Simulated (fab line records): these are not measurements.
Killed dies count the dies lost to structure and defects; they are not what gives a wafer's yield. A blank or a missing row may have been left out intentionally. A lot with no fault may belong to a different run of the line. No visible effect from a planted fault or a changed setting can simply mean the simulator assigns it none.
Split-lot experiment | flow n5-finfet | on a route of 1938 steps: 7 lots, 39 wafers read

## SPLIT DETAILS
At N5_HKMG_FIN_ETCH_35 (etches SOC in N2/H2, target depth 215.8 nm, time 243.4 s), the setting time-s was moved away from the recipe's 243.4 s on 15 of the 39 wafers read, by -23.0% to +23.8%. This setting was run at the recipe's value on the other wafers.

The split's own step is where the reading is taken.

## THE READING
SOC_of_HKMG_FIN_COAT_29.thk-nm (the simulator's own value, which no gauge read), in nm, at N5_HKMG_FIN_ETCH_35 (etches SOC in N2/H2, target depth 215.8 nm, time 243.4 s). The file gives no usual value for it. Average 82.7 nm, standard deviation 4.9 nm, over the 24 wafers here run with the recipe.

wafer  | tool, chamber at the split | time-s as run, s | against the recipe | SOC_of_HKMG_FIN_COAT_29.thk-nm, nm | against lot-mates on the recipe
L079.1 | rie-diel-01, 0             | 243.4            | recipe             | 76.2                               | -
L079.2 | rie-diel-01, 2             | 243.4            | recipe             | 86.6                               | -
L079.3 | rie-diel-01, 3             | 209              | -14.1%             | 113                                | +33.4
L079.4 | rie-diel-01, 0             | 243.4            | recipe             | 76                                 | -
L079.5 | rie-diel-01, 2             | 209              | -14.1%             | 115.2                              | +35.6
L079.6 | rie-diel-01, 3             | 209              | -14.1%             | 113                                | +33.4
L087.1 | rie-diel-03, 0             | 243.4            | recipe             | 89                                 | -
L087.2 | rie-diel-03, 2             | 243.4            | recipe             | 78.2                               | -
L087.3 | rie-diel-03, 3             | 187.4            | -23.0%             | 134.2                              | +52.8
L087.4 | rie-diel-03, 1             | 187.4            | -23.0%             | 130.6                              | +49.2
L087.5 | rie-diel-03, 0             | 187.4            | -23.0%             | 138.6                              | +57.2
L087.6 | rie-diel-03, 1             | 243.4            | recipe             | 77                                 | -
L088.1 | rie-diel-05, 3             | 243.4            | recipe             | 82.4                               | -
L088.2 | rie-diel-05, 2             | 243.4            | recipe             | 94.6                               | -
L088.3 | rie-diel-05, 1             | 243.4            | recipe             | 85                                 | -
L088.4 | rie-diel-05, 0             | 243.4            | recipe             | 90.6                               | -
L088.5 | rie-diel-05, 0             | 243.4            | recipe             | 88                                 | -
L088.6 | rie-diel-05, 1             | 243.4            | recipe             | 84.2                               | -
L089.1 | rie-diel-03, 2             | 243.4            | recipe             | 77.8                               | -
L089.4 | rie-diel-03, 1             | 243.4            | recipe             | 78                                 | -
L089.6 | rie-diel-03, 1             | 243.4            | recipe             | 78.2                               | -
L092.1 | rie-diel-05, 0             | 193.2            | -20.6%             | 131.8                              | +48.5
L092.2 | rie-diel-05, 1             | 243.4            | recipe             | 83.4                               | -
L092.3 | rie-diel-05, 3             | 243.4            | recipe             | 81.4                               | -
L092.4 | rie-diel-05, 2             | 193.2            | -20.6%             | 133.2                              | +49.9
L092.5 | rie-diel-05, 1             | 243.4            | recipe             | 85.2                               | -
L092.6 | rie-diel-05, 0             | 193.2            | -20.6%             | 132.6                              | +49.3
L094.1 | rie-diel-03, 2             | 301.3            | +23.8%             | 26.2                               | -53.5
L094.2 | rie-diel-03, 1             | 243.4            | recipe             | 77.6                               | -
L094.3 | rie-diel-03, 3             | 301.3            | +23.8%             | 32.6                               | -47.1
L094.4 | rie-diel-03, 3             | 243.4            | recipe             | 83.8                               | -
L094.5 | rie-diel-03, 2             | 301.3            | +23.8%             | 27                                 | -52.7
L094.6 | rie-diel-03, 1             | 243.4            | recipe             | 77.8                               | -
L096.1 | rie-diel-05, 0             | 210.5            | -13.5%             | 115.8                              | +30.9
L096.2 | rie-diel-05, 1             | 243.4            | recipe             | 85.2                               | -
L096.3 | rie-diel-05, 3             | 210.5            | -13.5%             | 111                                | +26.1
L096.4 | rie-diel-05, 2             | 210.5            | -13.5%             | 120.4                              | +35.5
L096.5 | rie-diel-05, 3             | 243.4            | recipe             | 83                                 | -
L096.6 | rie-diel-05, 0             | 243.4            | recipe             | 86.6                               | -

FIT RESULTS
A straight line over all 39 wafers: SOC_of_HKMG_FIN_COAT_29.thk-nm changes by -2.3 nm for each +1% of time-s; r = -0.99; the points scatter about the line by 4.4 nm.
The same after taking each lot's own level away (the mean of its wafers on the recipe; 39 wafers): -2.27 nm for each +1%; r = -0.99; scatter 3.5 nm.
According to that fit, moving time-s by its largest amount changes the reading by 54 nm.
Across the lots, their own levels run from 78.00 to 87.47 nm, a range of 1.9 times the standard deviation given above.
So the lot-to-lot level changes the slope little: the two slopes agree.
Check: -53.3 nm against its lot-mates is what the line predicts for one of the wafers moved furthest among these (+23.8%) when that wafer is left out of the fit. Against them it came out at -53.5 nm.

## OTHER SPLITS ON THESE WAFERS
Other splits were also applied to these wafers ahead of the reading. Each is held against what the fit with the lots' levels taken away leaves over:
other split on the same wafers | wafers away from the commonest value | r with SOC_of_HKMG_FIN_COAT_29.thk-nm (lot level and that fit taken away)
N5_HKMG_FIN_ETCH_54 source-w   | 15                                   | +0.22

## THE WHOLE CHAIN: every reading that the file lists as answering this split, in the file's order
step                | what it does                                             | reading                                                                         | change (the file's fit)              | r (the file's)
N5_HKMG_FIN_ETCH_35 | etches SOC in N2/H2, target depth 215.8 nm, time 243.4 s | etch.depth-nm (the simulator's own value, which no gauge read)                  | +2.28 nm for each +1% of the setting | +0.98
N5_HKMG_FIN_ETCH_35 | etches SOC in N2/H2, target depth 215.8 nm, time 243.4 s | HKMG_FIN.feature-depth-nm (the simulator's own value, which no gauge read)      | +2.28 nm for each +1% of the setting | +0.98
N5_HKMG_FIN_ETCH_35 | etches SOC in N2/H2, target depth 215.8 nm, time 243.4 s | SOC_of_HKMG_FIN_COAT_29.thk-nm (the simulator's own value, which no gauge read) | -2.29 nm for each +1% of the setting | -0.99

## FILE'S OWN FIT
SOC_of_HKMG_FIN_COAT_29.thk-nm changes by -2.29 nm for each +1% of time-s, r = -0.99.
